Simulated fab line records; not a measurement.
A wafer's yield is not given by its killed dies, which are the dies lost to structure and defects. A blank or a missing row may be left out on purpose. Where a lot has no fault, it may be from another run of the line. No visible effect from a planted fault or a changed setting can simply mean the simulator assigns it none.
Chamber matching | flow nand-harc | NHARC_A_STAIRCASE_TRIM_229 on rie-diel-13: 4 sister chambers
The step chemistry O2, time 211.2 s. 14 wafers are shown with their chamber, then 7 later ones without.

## EACH WAFER AND ITS CHAMBER
wafer  | chamber | drypump-motor-current-A (A) | showerhead-plenum-p-Torr (Torr) | oes-product-au (a.u.)
L074.1 | 3       | 5.9                         | 3.58                            | 0.998
L074.5 | 3       | 5.9                         | 3.58                            | 1.005
L074.6 | 2       | 5.5                         | 3.57                            | 1.000
L081.3 | 2       | 5.5                         | 3.55                            | 1.002
L081.5 | 2       | 5.5                         | 3.55                            | 1.001
L081.6 | 1       | 5.9                         | 3.73                            | 1.006
L082.2 | 0       | 5.3                         | 3.59                            | 0.990
L082.4 | 2       | 5.5                         | 3.54                            | 1.000
L082.5 | 2       | 5.5                         | 3.54                            | 0.998
L087.3 | 1       | 5.9                         | 3.72                            | 1.000
L087.5 | 0       | 5.3                         | 3.58                            | 0.996
L087.6 | 1       | 5.9                         | 3.72                            | 0.995
L089.1 | 0       | 5.3                         | 3.58                            | 1.002
L089.4 | 2       | 5.6                         | 3.53                            | 1.005

SIGNATURES (averages over the wafers above)
reading                  | chamber 0 | chamber 1 | chamber 2 | chamber 3 | scatter within a chamber
drypump-motor-current-A  | 5.300     | 5.900     | 5.517     | 5.900     | 0.0289
showerhead-plenum-p-Torr | 3.5833    | 3.7233    | 3.5467    | 3.5800    | 0.0103
oes-product-au           | 0.99600   | 1.00033   | 1.00100   | 1.00150   | 0.0043
Rule: for each reading, subtract the chamber's mean from the wafer's reading, divide by that reading's scatter and square the result; add these up over the readings and take the root, which gives the wafer's distance from the chamber. The wafer belongs to the nearest chamber; if the next one is less than 2 further off, it can't be placed. The scatter: take each reading less its chamber's mean, square it, sum over the shown wafers, divide by the number of wafers less the number of chambers, and take the root.

## WAFERS MISSING THEIR CHAMBER
wafer  | drypump-motor-current-A (A) | showerhead-plenum-p-Torr (Torr) | oes-product-au (a.u.)
L089.5 | 5.9                         | 3.54                            | 1.015
L094.1 | 5.9                         | 3.71                            | 1.001
L094.2 | 5.3                         | 3.57                            | 0.991
L094.5 | 5.3                         | 3.57                            | 1.004
L097.2 | 5.9                         | 3.70                            | 1.000
L097.3 | 5.6                         | 3.52                            | 1.002
L097.6 | 5.9                         | 3.53                            | 1.022

## EACH ONE'S CHAMBER
wafer  | from the rows above | in truth
L089.5 | 3                   | 3
L094.1 | 1                   | 1
L094.2 | 0                   | 0
L094.5 | 0                   | 0
L097.2 | 1                   | 1
L097.3 | 2                   | 2
L097.6 | 3                   | 3
Correct placement for 7 of the 7. Not placeable from these rows: 0. Wrongly placed: 0.
